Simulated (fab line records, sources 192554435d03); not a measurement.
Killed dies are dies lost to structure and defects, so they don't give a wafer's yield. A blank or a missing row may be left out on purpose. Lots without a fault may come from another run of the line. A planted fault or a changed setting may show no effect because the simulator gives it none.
fab line records | flow n5_finfet
record lots=12 wafers=29 last_day=18
route steps=1938 shown BEOL_M4@1111 MIM_TOP@1834 MIM_TOP_ETCH@1852 PASS1_CAP@1874 PASSIVATION@1906
lots that met no fault: from a run of the same line without faults
start_h: hours from the record's first day to the start of the lot's first wafer shown | wait_h: hours since the lot's step before | " the same as in the row above | L1.1+2: a row that stands for several wafers | - no value, or no start given | * or withheld: withheld | < > ~ a bound
route shown NAME@n: a module of which the file shows steps, and the number in the route of the first | usual: mean/standard deviation of fault-free wafers | same: alike in all rows | chamber/n: place in a boat | sites: the reading at each site | _std_site: their standard deviation | _edge_site: outer sites' mean less inner sites' | radius_mm: how far each site lies from the wafer's centre | mask NAME#n: copy n | behind: the tool/chamber that last shaped the wafer | hold: why the lot was held/for how many hours/how that ended | device: the transistor (n, p or np) that didn't switch | end of line: the same wafers' tests at the end of the route | a step without rows: its recipe alone | killed: dies lost to structure and defects at the first sort, not the wafer's yield | map: a wafer's dies, x killed, . not, _ none there
set.NAME: the setting as run; set.NAME@STEP: as run at that earlier step | model.NAME: the simulator's own value behind a step, which no gauge read
steps of the route over a sample of lots; a table a step, a row a wafer
services: from which hour (start_h, from the record's first day; less than 0 if before it) a tool's chamber was out of use, for how many hours, and why
## steps
# step N5_BEOL_M4_RC_MEAS_101
# usual DIBL_N=36.4/2.2 DIBL_P=36.3/2.5 IOFF_N=0.17/0.052 IOFF_P=0.23/0.049 ION_N=674/17 ION_P=464/11 SS_N=71.7/0.98 SS_P=73.3/0.84 VT_N=250/4 VT_P=-249/3.8
# columns lot.wafer tool chamber start_h wait_h DIBL_N[mV/V] DIBL_P[mV/V] IOFF_N[nA/um] IOFF_P[nA/um] ION_N[uA/um] ION_P[uA/um] SS_N[mV/dec] SS_P[mV/dec] VT_N[mV] VT_P[mV]
L508.2 prober-02 0 175.89 0.2 36.9 38.2 0.18 0.25 708 483 71.2 73.4 246 -246
L508.3 " 0 " " 40.0 41.8 0.23 0.32 704 487 72.4 75.1 245 -243
L508.5 " 0 " " 38.3 40.1 0.19 0.30 682 472 72.0 75.2 246 -245
L509.3 prober-01 0 186.41 0.3 36.5 36.3 0.15 0.22 686 466 71.0 72.7 247 -249
L509.4 " 0 " " 34.8 33.8 0.11 0.18 627 440 71.2 73.0 259 -257
L511.1 prober-02 0 228.12 0.0 37.2 36.4 0.19 0.25 657 448 73.0 74.4 248 -247
L511.5 " 0 " " 38.7 39.8 0.22 0.33 654 455 72.3 75.3 247 -245
L512.3 prober-01 0 233.47 0.3 35.7 36.6 0.16 0.28 683 483 71.7 73.1 250 -239
L512.6 " 0 " " 39.7 41.8 0.26 0.42 714 495 71.7 74.6 241 -238
L510.1 prober-02 0 239.10 0.0 37.6 38.8 0.21 0.33 691 477 71.3 73.8 246 -242
L510.5 " 0 " " 36.1 35.6 0.16 0.25 686 481 71.6 73.1 251 -244
L510.6 " 0 " " 33.2 33.2 0.12 0.21 656 464 70.8 72.4 256 -247
L517.1 prober-01 0 242.72 0.0 41.1 40.1 0.28 0.34 689 468 73.3 74.4 242 -240
L517.2 " 0 " " 36.0 35.0 0.16 0.24 667 465 70.9 72.9 248 -247
L517.5 " 0 " " 35.1 33.7 0.13 0.20 650 453 71.6 72.8 251 -249
L516.2 prober-01 0 259.32 0.2 34.4 35.8 0.15 0.20 683 464 72.2 73.1 248 -250
L516.5 " 0 " " 34.4 36.2 0.14 0.22 651 454 71.8 73.4 253 -252
L520.2 prober-02 0 276.30 0.2 38.0 39.1 0.22 0.31 705 486 72.5 74.4 246 -243
L520.4 " 0 " " 34.6 33.3 0.14 0.21 672 465 71.2 72.7 252 -248
L522.1 prober-01 0 277.38 0.0 35.7 34.5 0.13 0.21 649 452 70.9 73.4 254 -249
L522.4 " 0 " " 37.0 36.6 0.17 0.26 680 468 71.5 73.4 246 -246
L521.4 prober-02 0 284.88 0.5 37.1 35.3 0.16 0.20 704 471 71.8 72.6 245 -248
L521.5 " 0 " " 43.4 42.4 0.33 0.33 675 454 74.1 74.4 241 -248
L521.6 " 0 " " 36.0 35.2 0.15 0.19 685 472 71.4 72.4 251 -252
L527.1 prober-02 0 317.45 0.0 36.8 36.9 0.18 0.24 689 468 71.7 72.9 245 -248
L527.3 " 0 " " 38.1 38.4 0.19 0.25 679 463 72.0 73.9 246 -245
L527.5 " 0 " " 34.8 34.8 0.13 0.20 676 465 70.7 72.2 251 -247
L524.1 prober-01 0 321.84 0.0 38.8 38.8 0.24 0.27 700 478 71.9 74.3 243 -243
L524.2 " 0 " " 38.0 36.3 0.21 0.22 649 447 73.6 74.4 248 -251
# step N5_MIM_TOP_ALD_00
# recipe material=Al2O3 target_thk_a=* temp_c=withheld ald_precursor_family=TMA ald_co_reactant=O3 pulse_time_s=withheld purge_time_s=3 co_reactant_purge_time_s=withheld co_reactant_pulse_time_s=3 ald_cycles=withheld
# usual precursor_pulse_height_rel=1.001/0.022
# columns lot.wafer tool chamber start_h wait_h precursor_pulse_height_rel
L508.2 ald_hk-01 3 275.51 0.1 1.002
L508.3 " 2 " " 0.985
L508.5 " 1 " " 0.984
L509.3 ald_hk-03 1 275.55 0.1 0.988
L509.4 " 2 " " 0.976
L512.3 ald_hk-01 0 321.79 0.1 1.007
L512.6 " 3 " " 0.955
L511.1 ald_hk-03 2 322.73 0.1 1.025
L511.5 " 0 " " 1.010
L510.1 ald_hk-01 1 332.54 0.1 0.992
L510.5 " 1 " " 0.978
L510.6 " 2 " " 0.976
L517.1 ald_hk-03 3 332.78 0.1 1.006
L517.2 " 1 " " 0.951
L517.5 " 0 " " 1.037
L516.2 ald_hk-03 3 357.46 0.1 1.003
L516.5 " 1 " " 1.020
L520.2 ald_hk-03 0 366.60 0.1 1.008
L520.4 " 1 " " 1.004
L522.1 ald_hk-03 3 379.00 0.1 1.024
L522.4 " 0 " " 1.003
L521.4 ald_hk-03 3 386.08 0.1 0.983
L521.5 " 0 " " 1.000
L521.6 " 1 " " 0.988
L527.1 ald_hk-03 1 405.53 0.1 0.992
L527.3 " 2 " " 0.964
L527.5 " 3 " " 0.973
L524.1 ald_hk-01 0 415.50 0.1 0.957
L524.2 " 1 " " 0.984
# step N5_MIM_TOP_ETCH_STRIP_01
# recipe chemistry=O2 power_w=600 temp_c=60 pressure_mtorr=30 rf_frequency_hz=6e+07 bias_power_w=0 overash_fraction=0.5 o2_flow_sccm=225
# usual drypump_motor_current_A=5.70/0.28 oes_product_au=0.78/0.091 rf_vpp_V=3.7/1.2 showerhead_plenum_p_Torr=2.06/0.066 throttle_valve_pct=16.68/0.29
# columns lot.wafer tool chamber start_h wait_h drypump_motor_current_A oes_product_au rf_hours_counter_h rf_vpp_V showerhead_plenum_p_Torr throttle_valve_pct
L508.2 rie_diel-01 2 277.00 0.1 5.66 0.69 235 5.4 2.15 16.89
L508.3 " 1 " " 6.12 0.81 91 4.4 2.09 16.55
L508.5 " 3 " " 5.84 0.88 - 2.5 2.11 16.13
L509.3 rie_diel-06 2 279.31 0.1 6.02 0.75 148 2.5 2.03 16.90
L509.4 " 1 " " 6.29 0.71 235 3.0 1.97 16.49
L512.3 rie_diel-06 1 323.47 0.1 6.24 0.70 246 5.8 1.97 16.49
L512.6 " 0 " " 5.91 0.74 - 4.0 2.15 16.62
L511.1 rie_diel-05 0 325.88 0.1 5.79 0.70 226 3.7 2.07 16.90
L511.5 " 0 " " 5.74 0.71 - 4.3 2.07 16.87
L510.1 rie_diel-05 2 337.19 0.1 5.65 0.94 18 3.4 2.08 16.75
L510.5 " 0 " " 5.76 0.70 - 4.6 2.07 16.89
L510.6 " 3 " " 5.75 0.79 - 3.3 2.00 16.34
L517.1 rie_diel-06 0 337.26 0.1 5.87 0.71 189 3.7 2.14 16.64
L517.2 " 2 " " 6.01 0.74 163 5.9 2.03 16.95
L517.5 " 0 " " 5.90 0.73 - 4.8 2.14 16.67
L516.2 rie_diel-06 3 362.02 0.3 5.40 0.78 101 4.6 2.17 16.59
L516.5 " 2 " " 6.02 0.72 - 4.3 2.03 16.96
L520.2 rie_diel-05 3 370.34 0.1 5.76 0.76 142 3.5 2.00 16.34
L520.4 " 2 " " 5.65 0.92 25 3.6 2.08 16.81
L522.1 rie_diel-05 0 381.75 0.1 5.77 0.69 243 3.8 2.06 16.89
L522.4 " 2 " " 5.65 0.94 29 2.9 2.08 16.84
L521.4 rie_diel-05 1 387.71 0.1 5.22 0.67 233 2.2 1.99 17.12
L521.5 " 0 " " 5.81 0.71 - 2.8 2.06 16.93
L521.6 " 1 " " 5.19 0.66 - 2.6 1.99 17.11
L527.1 rie_diel-06 3 407.69 0.3 5.43 0.75 116 0.7 2.16 16.63
L527.3 " 1 " " 6.28 0.90 16 2.1 2.22 16.05
L527.5 " 3 " " 5.40 0.76 - 3.4 2.16 16.63
L524.1 rie_diel-05 1 417.61 0.1 5.18 0.65 244 2.3 1.98 17.13
L524.2 " 3 " " 5.75 0.78 158 3.5 2.00 16.32
# step N5_PASSIVATION_PECVD_01
# recipe material=SiNx target_thk_a=2000 temp_c=400 precursor=SiH4/NH3/N2 pressure_torr=4.9 rf_w=1406 time_s=43.2
# usual heater_power_w=422/130 showerhead_plenum_p_Torr=8.69/0.071 showerhead_vpp_V=2279/120 throttle_valve_pct=29.4/1.4
# columns lot.wafer tool chamber start_h wait_h heater_power_w showerhead_plenum_p_Torr showerhead_vpp_V since_wet_clean_h throttle_valve_pct
L508.2 pecvd-04 2 278.43 0.0 557 8.59 2098 591 26.9
L508.3 " 1 " " 290 8.74 2394 2070 32.1
L508.5 " 0 " " 509 8.54 2390 - 28.6
L509.3 pecvd-01 1 280.89 0.0 715 8.68 2440 1710 31.7
L509.4 " 0 " " 385 8.76 2288 - 31.0
L512.3 pecvd-03 0 325.13 0.0 239 8.79 2171 1210 29.3
L512.6 " 0 " " 255 8.79 2174 - 29.0
L511.1 pecvd-01 2 327.34 0.0 613 8.69 2514 195 28.1
L511.5 " 0 " " 357 8.79 2299 - 31.3
L510.1 pecvd-03 2 338.86 0.0 397 8.70 2209 440 28.9
L510.5 " 2 " " 408 8.70 2198 - 28.7
L510.6 " 0 " " 358 8.78 2163 - 29.1
L517.1 pecvd-04 0 338.90 0.0 497 8.58 2327 1405 28.7
L517.2 " 2 " " 497 8.61 2057 651 27.1
L517.5 " 1 " " 347 8.77 2413 - 32.1
L516.2 pecvd-03 0 363.73 0.0 315 8.78 2200 1249 29.2
L516.5 " 0 " " 322 8.80 2186 - 29.2
L520.2 pecvd-03 1 371.89 0.0 212 8.73 2263 1982 29.3
L520.4 " 1 " " 232 8.70 2219 - 29.3
L522.1 pecvd-03 2 383.59 0.0 371 8.68 2215 485 28.9
L522.4 " 2 " " 398 8.71 2224 - 29.0
L521.4 pecvd-03 1 389.17 0.0 191 8.71 2219 - 29.3
L521.5 " 0 " " 358 8.79 2158 - 29.1
L521.6 " 2 " " 432 8.69 2189 - 28.6
L527.1 pecvd-03 2 409.40 0.0 380 8.70 2211 511 29.1
L527.3 " 0 " " 267 8.81 2192 1295 29.3
L527.5 " 1 " " 284 8.71 2195 - 29.2
L524.1 pecvd-03 1 419.16 0.0 318 8.71 2250 2029 29.3
L524.2 " 2 " " 435 8.71 2206 521 29.2
# step N5_PASSIVATION_OVL_MEAS_63
# recipe points_per_wafer=44
# usual PAD_OVL=2/5.1
# columns lot.wafer tool chamber start_h wait_h PAD_OVL[nm]
L508.2 overlay-02 0 281.14 0.0 5
L508.3 " 0 " " 0
L508.5 " 0 " " 1
L509.3 overlay-01 0 286.87 0.0 3
L509.4 " 0 " " 1
L512.3 overlay-02 0 327.22 0.0 -2
L512.6 " 0 " " 2
L511.1 overlay-02 0 331.09 0.0 3
L511.5 " 0 " " 6
L510.1 overlay-02 0 341.08 0.0 10
L510.5 " 0 " " 6
L510.6 " 0 " " -5
L517.1 overlay-01 0 341.26 0.0 2
L517.2 " 0 " " 0
L517.5 " 0 " " -3
L516.2 overlay-01 0 366.85 0.0 8
L516.5 " 0 " " 3
L520.2 overlay-01 0 375.86 0.0 6
L520.4 " 0 " " 8
L522.1 overlay-01 0 387.21 0.0 -5
L522.4 " 0 " " 5
L521.4 overlay-02 0 393.73 0.0 -8
L521.5 " 0 " " -6
L521.6 " 0 " " -5
L527.1 overlay-02 0 412.61 0.0 0
L527.3 " 0 " " -4
L527.5 " 0 " " 2
L524.1 overlay-02 0 422.90 0.0 -2
L524.2 " 0 " " 6
# step N5_PASSIVATION_PROBE_49
# usual defect_limited_yield=91.2/1.4 killed_at_M0_to_M3=34/9.3 killed_at_M4_up=14/5.9 killed_at_contacts=14/5.7 killed_at_front_end=38/10 killed_at_other=4/3.2 killed_dies=104/17 killed_open=67/13 killed_short=33/6.9 sort_bin_5_function=5.2/1 sort_bin_6_memory=3.3/0.61 sort_bin_8_speed=0.3/1.8 sort_n_pass=1069/52
# same gross_dies=1180 killed_at_back_side=0 sort_bin_4_leakage[%]=0
# columns lot.wafer tool chamber start_h wait_h defect_limited_yield[%] killed_at_M0_to_M3 killed_at_M4_up killed_at_contacts killed_at_front_end killed_at_other killed_dies killed_open killed_short sort_bin_5_function[%] sort_bin_6_memory[%] sort_bin_8_speed[%] sort_n_pass
L521.4 prober-02 - 398.76 0.2 93.1 19 12 20 25 5 81 42 23 4.4 2.0 0 1099
L521.5 prober-02 - 398.81 0.2 93.6 19 19 7 28 3 76 47 26 4.5 1.8 0 1099
L521.6 prober-02 - 398.86 0.3 83.6 30 18 36 27 83 194 67 27 12.8 3.5 0 986
L527.1 prober-02 - 417.78 0.0 84.9 40 8 16 42 72 178 67 38 11.6 3.3 0 1002
L527.3 prober-02 - 417.88 0.1 91.0 30 14 10 50 2 106 63 38 5.3 3.3 0 1074
L527.5 prober-02 - 417.98 0.2 85.2 33 15 31 57 39 175 89 44 9.9 4.4 0 1005
L524.1 prober-02 - 428.36 0.0 84.2 26 17 13 58 73 187 74 43 11.4 4.1 0 993
L524.2 prober-02 - 428.41 0.1 88.9 31 13 9 77 1 131 96 34 7.2 3.7 0 1049
# killed by level:class
L521.4 MOL_CONTACT_COAG:area_etch=12 BEOL_M4:geometric_particle:open=8 FIN_SAQP:geometric_particle:short=6 MOL_CONTACT_COAG:geometric_particle:open=6 BEOL_M3:geometric_particle:open=6 FIN_SAQP:geometric_particle:open=4 GATE_CUT:geometric_particle:short=4 BEOL_M0_SAQP:geometric_particle:open=4
L521.5 STI_FIN_REVEAL:geometric_particle:open=10 BEOL_M4:geometric_particle:open=7 FIN_SAQP:geometric_particle:short=5 MOL_CONTACT_COAG:geometric_particle:open=5 BEOL_M2:geometric_particle:open=4 GATE_CUT:geometric_particle:short=3 BEOL_M0_SAQP:geometric_particle:short=3 BEOL_M3:geometric_particle:open=3
L521.6 PASS1_CAP:area_pecvd=79 MOL_CONTACT_COAG:area_etch=21 MOL_CONTACT_COAG:geometric_particle:open=12 BEOL_M4:geometric_particle:open=9 BEOL_M3:geometric_particle:open=6 BEOL_M0_SAQP:geometric_particle:open=5 FIN_SAQP:geometric_particle:short=4 STI_FIN_REVEAL:geometric_particle:open=4
L527.1 PASS1_CAP:area_pecvd=68 DUMMY_GATE:geometric_particle:open=12 MOL_CONTACT_COAG:geometric_particle:open=12 BEOL_M0_SAQP:geometric_particle:short=9 BEOL_M1:geometric_particle:open=8 FIN_SAQP:geometric_particle:open=7 BEOL_M0_SAQP:geometric_particle:open=5 GATE_CUT:geometric_particle:short=5
L527.3 FIN_SAQP:geometric_particle:open=15 FIN_SAQP:geometric_particle:short=11 BEOL_M0_SAQP:geometric_particle:open=10 MOL_CONTACT_COAG:geometric_particle:open=8 BEOL_M2:geometric_particle:open=7 GATE_CUT:geometric_particle:short=6 BEOL_M0_SAQP:geometric_particle:short=6 STI_FIN_REVEAL:geometric_particle:open=5
L527.5 PASSIVATION:area_etch=35 MOL_CONTACT_COAG:geometric_particle:open=25 FIN_SAQP:geometric_particle:open=20 FIN_SAQP:geometric_particle:short=13 BEOL_M0_SAQP:geometric_particle:short=11 ILD0:geometric_particle:open=7 BEOL_M0_SAQP:geometric_particle:open=7 STI_FIN_REVEAL:geometric_particle:open=5
L524.1 PASS1_CAP:area_pecvd=67 STI_FIN_REVEAL:geometric_particle:open=20 MOL_CONTACT_COAG:geometric_particle:open=10 FIN_SAQP:geometric_particle:short=9 BEOL_M2:geometric_particle:open=7 BEOL_M4:geometric_particle:open=7 FIN_SAQP:geometric_particle:open=6 BEOL_M2:geometric_particle:short=6
L524.2 STI_FIN_REVEAL:geometric_particle:open=49 STI_FIN_REVEAL:geometric_particle:short=11 MOL_CONTACT_COAG:geometric_particle:open=7 BEOL_M0_SAQP:geometric_particle:open=7 BEOL_M5:geometric_particle:open=7 BEOL_M2:geometric_particle:open=6 BEOL_M0_SAQP:geometric_particle:short=5 FIN_SAQP:geometric_particle:short=4
## services
# columns tool chamber start_h hours kind
pecvd-04 2 262.03 15.0 repair
pecvd-04 - 269.34 2.8 pm
pecvd-04 2 281.82 5.5 scheduled_down
rie_diel-05 2 283.64 2.9 repair
rie_diel-05 2 290.80 7.5 repair
pecvd-03 1 314.33 5.5 scheduled_down
rie_diel-06 1 338.94 - clean
rie_diel-06 1 338.94 - consumable_replace:focus_ring
rie_diel-06 1 338.94 - consumable_replace:showerhead
rie_diel-06 1 338.94 19.4 scheduled_down
rie_diel-06 1 338.94 19.4 vent_cycle
rie_diel-05 2 344.91 8.1 repair
rie_diel-01 1 352.91 9.1 repair
pecvd-01 1 355.77 5.0 repair
rie_diel-01 0 360.33 9.2 repair
pecvd-04 - 363.16 6.0 pm
pecvd-04 1 383.62 - clean
pecvd-04 1 383.62 - consumable_replace:showerhead
pecvd-04 1 383.62 29.0 scheduled_down
pecvd-03 0 391.69 5.5 scheduled_down
rie_diel-05 0 405.95 - clean
rie_diel-05 0 405.95 - consumable_replace:focus_ring
rie_diel-05 0 405.95 18.7 scheduled_down
rie_diel-05 0 405.95 18.7 vent_cycle
## key
first_sign step=N5_PASSIVATION_PROBE_49 reading=killed_at_other direction=up sigmas=22 usual=4 struck=76
effect step=N5_PASSIVATION_PROBE_49 reading=sort_bin_5_function direction=up sigmas=6.5 usual=5.2 struck=11.9
more_kills_born_at N5_PASSIVATION_PECVD_01@pecvd-03=214
met_at N5_PASSIVATION_PECVD_01
struck_lots L521,L524,L527
struck_wafers L521.6,L524.1,L527.1
baseline_loss step=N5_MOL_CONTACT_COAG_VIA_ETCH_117 wafers=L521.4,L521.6
baseline_loss step=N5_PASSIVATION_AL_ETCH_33 wafers=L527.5
not_acting_at N5_MIM_TOP_ALD_00,N5_MIM_TOP_ETCH_STRIP_01,N5_PASSIVATION_OVL_MEAS_63
onset_between 383.59 389.17
fault kind=process_parameter_drift tool=pecvd-03 chamber=- onset_h=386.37 steps=N5_PASSIVATION_PECVD_01 channel=time_s offset=* shape=step end_h=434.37 scope=struck_wafers_only acts_in=* stated=*
# baseline_loss: these wafers lose ten dies or more at that step, a loss of the line's own and not of a fault; the sort's usual values leave them out
